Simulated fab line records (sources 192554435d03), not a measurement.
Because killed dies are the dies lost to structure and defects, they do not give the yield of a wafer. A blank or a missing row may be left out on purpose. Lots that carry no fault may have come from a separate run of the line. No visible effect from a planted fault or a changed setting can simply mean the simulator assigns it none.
fab line records	flow n5Finfet
record lots=10	wafers=27	lastDay=19
route steps=1938 shown BEOL_M7@1301 PASSIVATION@1936
lots untouched by any fault: they come from a run of this same line in which no faults occurred
startH: start of the lot's first displayed wafer, in hours after the record's first day	waitH: hours from the lot's prior step to this one	" unchanged from the row above	L1.1+2: one row covering several wafers at once	- either no value or no given start	* or withheld: withheld	< > ~ a bound
route shown NAME@n: names a module that has steps shown in the file, with the first one's number in the route	usual: the fault-free wafers' mean and standard deviation	same: alike in all rows	chamber/n: place in a boat	sites: each site's reading	_std_site: their standard deviation	_edge_site: the outer-site mean with the inner-site mean subtracted	radiusMm: how far each site lies from the wafer's centre	mask NAME#n: copy n	behind: tool/chamber where the wafer was last shaped	hold: what put the lot on hold/how long, in hours/how the hold closed	device: transistor that didn't switch, given as n, p or np	end of line: tests of these same wafers at the route's end	step lacking rows: just its recipe	killed: dies that structure and defects cost at the first sort, which is not the same as the wafer's yield	map: per-die view of a wafer (x killed, . not killed, _ where there is no die)
set.NAME: the setting the step ran with; set.NAME@STEP: the setting that earlier step ran with	model.NAME: the simulator's own value behind a step, which no gauge read
route steps across a sampled set of lots; one table per step, one row per wafer
services: a tool's chamber out of use, with start hour (startH, from the record's first day; less than 0 if before it), hours out, and reason
## steps
# step N5_BEOL_M7_ETCH_65
# recipe chemistry=CF4	target=SiARC	targetDepthA=156	maskMaterial=CAR-EUV	timeS=26	ionEnergyEv=80	pressureMtorr=40	sourceW=545	biasW=36	Ar_flow_sccm=100	cf4FlowSccm=100	ends=cleared
# usual cf4FlowSccm=100.0/0.33	drypumpMotorCurrentA=5.6/0.54	etchRfOnTimeS=26.0/0.62	mfcArSccm=100.0/0.31	oesProductAu=0.66/0.055	rfVppV=184.0/1.1	showerheadPlenumPTorr=2.14/0.063	throttleValvePct=15.63/0.22
lot.wafer	tool	chamber	startH	waitH	cf4FlowSccm	drypumpMotorCurrentA	etchRfOnTimeS	mfcArSccm	oesProductAu	rfHoursCounterH	rfVppV	showerheadPlenumPTorr	throttleValvePct
L778.2	rieDiel-03	0	228.51	0.0	100.0	5.5	25.7	100.1	0.77	28	184.7	2.18	15.46
L778.4	"	2	"	"	100.1	5.1	25.4	100.2	0.67	104	183.7	2.15	15.49
L778.5	"	2	"	"	99.4	5.1	25.5	99.8	0.68	-	184.1	2.15	15.49
L781.1	rieDiel-06	1	236.41	0.0	100.2	5.2	25.1	99.7	0.78	27	185.0	2.19	15.70
L781.2	"	3	"	"	100.2	5.9	27.0	99.9	0.64	164	184.7	2.14	15.56
L781.6	"	3	"	"	100.2	6.0	27.1	100.0	0.62	-	185.0	2.14	15.57
L782.1	rieDiel-03	2	251.57	0.0	100.3	5.1	26.0	100.3	0.66	111	184.9	2.15	15.49
L782.4	"	3	"	"	99.5	4.7	25.8	99.6	0.64	152	183.6	2.05	15.62
L782.5	"	1	"	"	100.4	5.0	25.7	100.3	0.68	-	182.5	2.07	15.83
L783.1	rieDiel-06	0	251.74	0.0	99.8	6.6	26.5	100.2	0.75	53	183.9	2.18	15.10
L783.3	"	3	"	"	100.1	6.0	26.9	100.0	0.63	168	182.3	2.14	15.59
L783.6	"	3	"	"	99.9	6.0	26.6	100.5	0.63	-	184.3	2.14	15.58
L789.2	rieDiel-01	2	285.66	0.0	100.2	5.9	26.8	100.3	0.65	131	185.3	2.23	15.71
L789.5	"	2	"	"	100.1	5.9	26.7	100.2	0.65	-	185.0	2.23	15.73
L787.4	rieDiel-01	1	289.21	0.0	99.9	5.8	25.9	100.0	0.60	224	183.1	2.05	15.89
L787.5	"	1	"	"	99.8	5.8	25.8	100.7	0.60	-	182.6	2.05	15.88
L792.3	rieDiel-03	0	320.80	0.0	100.0	5.5	26.4	100.2	0.73	51	184.7	2.17	15.51
L792.5	"	2	"	"	99.8	5.1	25.7	99.8	0.65	-	184.8	2.14	15.53
L796.3	rieDiel-01	3	323.14	0.0	99.7	6.2	25.6	100.1	0.71	86	183.7	2.07	15.34
L796.4	"	1	"	"	99.8	5.8	25.6	99.4	0.59	235	182.0	2.04	15.91
L796.6	"	3	"	"	100.2	6.2	25.6	100.5	0.71	-	183.3	2.07	15.33
L797.1	rieDiel-06	1	358.11	0.0	100.0	5.2	24.9	100.3	0.73	66	184.3	2.18	15.76
L797.2	"	2	"	"	100.3	5.9	27.2	100.2	0.59	209	185.3	2.22	15.77
L797.5	"	1	"	"	99.9	5.2	25.0	100.0	0.72	-	183.8	2.18	15.78
L800.3	rieDiel-03	1	364.44	0.0	100.6	4.9	25.5	99.8	0.66	144	181.8	2.06	15.88
L800.4	"	3	"	"	99.9	4.7	25.7	99.6	0.63	176	182.2	2.04	15.67
L800.5	"	1	"	"	100.0	5.0	25.5	99.7	0.67	-	182.8	2.06	15.87
# step N5_BEOL_M7_STRIP_36
# recipe chemistry=N2/H2	powerW=450	tempC=40	pressureMtorr=20	rfFrequencyHz=6e+07	overashFraction=0.3	biasPowerW=7	h2Frac=0.5	n2FlowSccm=200	h2FlowSccm=200
# usual biasPowerW=7.004/0.021	drypumpMotorCurrentA=5.6/0.54	oesProductAu=0.77/0.063	rfVppV=59.3/1.6	showerheadPlenumPTorr=2.53/0.077	throttleValvePct=23.66/0.29
lot.wafer	tool	chamber	startH	waitH	biasPowerW	drypumpMotorCurrentA	oesProductAu	rfHoursCounterH	rfVppV	showerheadPlenumPTorr	throttleValvePct
L778.2	rieDiel-03	0	228.69	0.0	7.017	5.5	0.90	28	57.8	2.60	23.50
L778.4	"	2	"	"	6.982	5.1	0.80	104	62.1	2.57	23.73
L778.5	"	2	"	"	7.011	5.1	0.78	-	59.7	2.57	23.77
L781.1	rieDiel-06	1	236.59	0.0	6.999	5.2	0.88	27	60.1	2.59	23.86
L781.2	"	3	"	"	6.985	6.0	0.74	164	55.2	2.52	23.50
L781.6	"	3	"	"	6.994	6.0	0.74	-	59.8	2.52	23.50
L782.1	rieDiel-03	2	251.75	0.0	6.989	5.1	0.77	111	61.6	2.57	23.75
L782.4	"	3	"	"	7.003	4.7	0.75	153	56.0	2.43	23.98
L782.5	"	1	"	"	7.015	5.0	0.80	-	60.1	2.45	24.00
L783.1	rieDiel-06	0	251.92	0.0	7.013	6.6	0.87	53	58.9	2.59	23.21
L783.3	"	3	"	"	6.975	6.0	0.73	168	59.7	2.52	23.49
L783.6	"	3	"	"	6.993	6.0	0.73	-	60.0	2.52	23.48
L789.2	rieDiel-01	2	285.84	0.0	7.003	5.9	0.75	131	58.9	2.65	23.44
L789.5	"	2	"	"	7.027	5.9	0.73	-	60.7	2.65	23.42
L787.4	rieDiel-01	1	289.40	0.0	6.974	5.8	0.68	224	57.8	2.42	23.90
L787.5	"	1	"	"	6.953	5.8	0.68	-	61.5	2.42	23.88
L792.3	rieDiel-03	0	320.98	0.0	6.992	5.5	0.86	51	57.8	2.59	23.54
L792.5	"	2	"	"	7.008	5.1	0.77	-	62.1	2.56	23.77
L796.3	rieDiel-01	3	323.33	0.0	7.031	6.3	0.82	86	59.7	2.45	23.10
L796.4	"	1	"	"	7.028	5.8	0.67	235	61.0	2.41	23.91
L796.6	"	3	"	"	7.053	6.3	0.80	-	60.7	2.45	23.11
L797.1	rieDiel-06	1	358.29	0.0	6.997	5.2	0.83	66	58.4	2.58	23.95
L797.2	"	2	"	"	7.005	6.0	0.72	209	61.1	2.62	23.65
L797.5	"	1	"	"	6.972	5.2	0.82	-	59.9	2.58	23.97
L800.3	rieDiel-03	1	364.62	0.0	6.991	5.0	0.78	144	57.9	2.44	24.00
L800.4	"	3	"	"	6.976	4.7	0.73	176	58.6	2.42	24.04
L800.5	"	1	"	"	7.014	5.0	0.78	-	60.1	2.44	24.03
# step N5_BEOL_M7_ALD_77
# recipe material=TaN	targetThkA=20	tempC=275	aldPrecursorFamily=PDMAT	aldCoReactant=NH3	pressureTorr=3	carrierFlowSccm=1500	pulseTimeS=2	purgeTimeS=3	coReactantPurgeTimeS=2	coReactantPulseTimeS=3	aldCycles=40	precursorVesselTempC=75	precursorVesselPressureTorr=26.25	precursorVesselCarrierSccm=1000
# usual aldCycles=40/0	heaterPowerW=401/44	susceptorTempC=274.99/0.18
lot.wafer	tool	chamber	startH	waitH	aldCycles	heaterPowerW	susceptorTempC
L778.2	aldMetal-03	0	231.32	0.3	40	443	275.33
L778.4	"	2	"	"	40	427	274.75
L778.5	"	1	"	"	40	410	274.81
L781.1	aldMetal-03	2	237.96	0.2	40	423	274.88
L781.2	"	0	"	"	40	432	274.96
L781.6	"	2	"	"	40	423	275.05
L782.1	aldMetal-01	1	252.96	0.1	40	323	275.18
L782.4	"	2	"	"	40	428	274.89
L782.5	"	2	"	"	40	431	275.46
L783.1	aldMetal-02	1	253.10	0.0	40	346	274.87
L783.3	"	0	"	"	40	356	274.78
L783.6	"	1	"	"	40	353	274.93
L789.2	aldMetal-03	3	287.38	0.0	40	398	275.01
L789.5	"	0	"	"	44	454	275.08
L787.4	aldMetal-03	3	292.54	0.0	40	402	275.00
L787.5	"	1	"	"	44	403	274.80
L792.3	aldMetal-03	3	322.25	0.0	44	400	274.88
L792.5	"	0	"	"	44	426	275.08
L796.3	aldMetal-02	1	324.55	0.0	40	332	274.85
L796.4	"	3	"	"	40	434	275.09
L796.6	"	0	"	"	40	359	274.90
L797.1	aldMetal-02	2	360.22	0.0	40	368	275.17
L797.2	"	3	"	"	40	438	275.31
L797.5	"	0	"	"	40	350	275.11
L800.3	aldMetal-02	2	366.10	0.0	40	369	275.39
L800.4	"	1	"	"	40	346	275.15
L800.5	"	0	"	"	40	349	274.79
# step N5_BEOL_M7_CMP_52
# recipe stopOn=SiCOH_lowk	tOverpolishS=6.9	downForcePsi=1	platenRpm=50	clearingPlatenDownForcePsi=1.5	clearingPlatenRpm=50	postCmpClean=cuAlkaline	targetThkNm=80	clearingPlatenPadVelocityMS=0.99484	padVelocityMS=0.99484
# usual edgeZonePressureFrac=1.000/0.005	motorCurrentA=6.1/0.75
lot.wafer	tool	chamber	startH	waitH	edgeZonePressureFrac	motorCurrentA
L778.2	cmp-01	3	232.67	0.2	1.004	6.8
L778.4	"	1	"	"	1.002	5.0
L778.5	"	0	"	"	0.994	6.7
L781.2	cmp-04	3	239.25	0.3	0.998	6.1
L781.1	"	0	"	"	1.000	5.2
L781.6	"	2	"	"	0.989	5.8
L782.4	cmp-02	0	254.23	0.2	1.004	6.8
L782.1	"	2	"	"	0.998	6.1
L782.5	"	3	"	"	1.004	7.1
L783.1	cmp-02	1	254.54	0.3	1.001	6.1
L783.3	"	3	"	"	0.996	7.2
L783.6	"	1	"	"	0.997	6.1
L789.2	cmp-01	1	288.98	0.3	0.995	5.3
L789.5	"	2	"	"	1.006	5.2
L787.4	cmp-04	1	294.13	0.2	0.998	6.8
L787.5	"	0	"	"	0.997	4.7
L792.3	cmp-04	1	323.61	0.2	1.003	6.5
L792.5	"	1	"	"	1.002	6.7
L796.3	cmp-01	3	325.75	0.2	0.996	6.4
L796.4	"	1	"	"	0.995	5.3
L796.6	"	3	"	"	0.992	6.7
L797.1	cmp-04	2	361.45	0.3	1.005	5.4
L797.2	"	3	"	"	1.002	6.1
L797.5	"	2	"	"	1.004	6.0
L800.3	cmp-04	3	367.33	0.2	1.004	6.1
L800.4	"	1	"	"	0.998	7.0
L800.5	"	3	"	"	0.994	6.2
# step N5_PASSIVATION_PROBE_49
# usual defectLimitedYield=91.6/1.4	killed_at_M0_to_M3=35/10	killed_at_M4_up=13/4.8	killedAtContacts=12/7.2	killedAtFrontEnd=36/12	killedAtOther=4/3.1	killedDies=100/17	killedOpen=66/13	killedShort=32/7.3	sort_bin_4_leakage=0.00/0.0099	sort_bin_5_function=5.0/0.94	sort_bin_6_memory=3.1/0.67	sort_bin_8_speed=0.01/0.047	sortNPass=1080/17	sortYieldPct=91.6/1.4
# same grossDies=1180	killedAtBackSide=0
lot.wafer	tool	chamber	startH	waitH	defectLimitedYield[%]	killed_at_M0_to_M3	killed_at_M4_up	killedAtContacts	killedAtFrontEnd	killedAtOther	killedDies	killedOpen	killedShort	sort_bin_4_leakage[%]	sort_bin_5_function[%]	sort_bin_6_memory[%]	sort_bin_8_speed[%]	sortNPass	sortYieldPct[%]
L792.3	prober-02	-	418.24	0.1	91.4	34	19	15	29	5	102	79	22	0	5.3	3.2	0	1078	91.4
# killed by level:class
L792.3 MOL_CONTACT_COAG:geometricParticle:open=14 BEOL_M1:geometricParticle:open=13 BEOL_M4:geometricParticle:open=9 BEOL_M8:geometricParticle:open=9 FIN_SAQP:geometricParticle:open=6 BEOL_M0_SAQP:geometricParticle:open=5 BEOL_M2:geometricParticle:open=4 FIN_SAQP:geometricParticle:short=3
## services
tool	chamber	startH	hours	kind
aldMetal-01	2	212.57	3.9	repair
rieDiel-06	2	224.10	3.8	repair
aldMetal-03	-	238.23	6.0	pm
cmp-01	-	239.06	4.0	pm
cmp-01	-	243.06	-	consumableReplace:conditioner
cmp-01	-	243.06	-	consumableReplace:pad
cmp-01	-	248.53	5.0	repair
rieDiel-03	2	257.70	2.6	repair
cmp-01	-	263.05	14.3	pm
aldMetal-03	-	281.16	1.4	repair
rieDiel-03	-	281.46	14.6	pm
cmp-04	-	296.05	0.3	repair
cmp-01	-	300.84	1.5	repair
aldMetal-03	-	310.46	0.6	repair
cmp-04	-	315.94	0.9	repair
aldMetal-01	0	317.79	4.0	repair
cmp-02	-	319.88	12.0	pm
cmp-04	-	322.00	0.2	repair
aldMetal-02	-	345.13	1.2	pm
cmp-02	-	347.14	1.0	repair
rieDiel-03	0	348.81	7.2	repair
cmp-02	-	350.49	4.9	pm
aldMetal-01	2	353.41	9.2	repair
aldMetal-03	-	359.61	20.6	repair
## key
firstSign step=N5_BEOL_M7_ALD_77	reading=aldCycles	direction=up	sigmas=99+	usual=*	struck=*
effect none on later readings
metAt N5_BEOL_M7_ALD_77
struckLots L787,L789,L792
struckWafers L787.5,L789.5,L792.3,L792.5
notActingAt N5_BEOL_M7_ETCH_65,N5_BEOL_M7_STRIP_36,N5_BEOL_M7_CMP_52
onsetBetween 237.96 287.38
fault kind=processParameterDrift	tool=aldMetal-03	chamber=-	onsetH=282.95	steps=N5_BEOL_M7_ALD_77	channel=aldCycles	offset=*	shape=step	endH=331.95	scope=struckWafersOnly	actsIn=*	stated=*
